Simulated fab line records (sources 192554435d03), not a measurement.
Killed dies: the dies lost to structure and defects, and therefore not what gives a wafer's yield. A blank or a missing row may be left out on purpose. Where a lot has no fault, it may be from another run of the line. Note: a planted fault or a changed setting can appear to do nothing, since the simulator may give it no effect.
Chamber matching / flow n5Finfet / N5_BEOL_M1_DEP_57 on pecvd-02: 3 sister chambers
The step deposits SiCN from 3MS/NH3, target thk 8 nm, time 14 s. 6 wafers are shown with their chamber, then 12 later ones without.

## EACH WAFER AND ITS CHAMBER
wafer=L087.2; chamber=0; throttleValvePct (%)=9.5; showerheadPlenumPTorr (Torr)=3.651
wafer=L088.5; chamber=2; throttleValvePct (%)=8.7; showerheadPlenumPTorr (Torr)=3.664
wafer=L088.6; chamber=0; throttleValvePct (%)=9.5; showerheadPlenumPTorr (Torr)=3.644
wafer=L089.1; chamber=2; throttleValvePct (%)=8.6; showerheadPlenumPTorr (Torr)=3.662
wafer=L089.3; chamber=1; throttleValvePct (%)=8.5; showerheadPlenumPTorr (Torr)=3.650
wafer=L089.4; chamber=1; throttleValvePct (%)=8.4; showerheadPlenumPTorr (Torr)=3.653

## WAFERS WITHOUT THEIR CHAMBER
wafer=L090.1; throttleValvePct (%)=8.5; showerheadPlenumPTorr (Torr)=3.662
wafer=L090.2; throttleValvePct (%)=9.5; showerheadPlenumPTorr (Torr)=3.647
wafer=L090.6; throttleValvePct (%)=9.4; showerheadPlenumPTorr (Torr)=3.635
wafer=L092.2; throttleValvePct (%)=8.4; showerheadPlenumPTorr (Torr)=3.666
wafer=L092.3; throttleValvePct (%)=9.7; showerheadPlenumPTorr (Torr)=3.647
wafer=L092.6; throttleValvePct (%)=8.6; showerheadPlenumPTorr (Torr)=3.661
wafer=L096.2; throttleValvePct (%)=9.4; showerheadPlenumPTorr (Torr)=3.644
wafer=L096.5; throttleValvePct (%)=8.6; showerheadPlenumPTorr (Torr)=3.655
wafer=L096.6; throttleValvePct (%)=9.4; showerheadPlenumPTorr (Torr)=3.647
wafer=L097.4; throttleValvePct (%)=8.5; showerheadPlenumPTorr (Torr)=3.651
wafer=L097.5; throttleValvePct (%)=8.7; showerheadPlenumPTorr (Torr)=3.655
wafer=L097.6; throttleValvePct (%)=9.5; showerheadPlenumPTorr (Torr)=3.634

## EACH ONE'S CHAMBER
wafer=L090.1; from the rows above=can't be placed: 2 or 1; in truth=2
wafer=L090.2; from the rows above=0; in truth=0
wafer=L090.6; from the rows above=0; in truth=0
wafer=L092.2; from the rows above=can't be placed: 2 or 1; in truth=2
wafer=L092.3; from the rows above=0; in truth=0
wafer=L092.6; from the rows above=2; in truth=2
wafer=L096.2; from the rows above=0; in truth=0
wafer=L096.5; from the rows above=can't be placed: 2 or 1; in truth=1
wafer=L096.6; from the rows above=0; in truth=0
wafer=L097.4; from the rows above=1; in truth=1
wafer=L097.5; from the rows above=can't be placed: 2 or 1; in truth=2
wafer=L097.6; from the rows above=0; in truth=0
8 of 12 placed correctly. Unplaceable from these rows: 4, with the true chamber sitting among the candidates in 4. Number placed wrongly: 0.
How it was worked out, from the rows above alone: a wafer's distance from a chamber is the root of the sum, over the readings, of the square of ((its reading less the chamber's mean) divided by the reading's scatter). If the next closest chamber is less than 2 further off than the closest, the wafer can't be placed; otherwise it belongs to the closest. For every chamber, the mean is computed from those of its wafers that are shown. The scatter: the root of (the sum of the squares of (reading less its chamber's mean) over the shown wafers, divided by (wafers less chambers)).
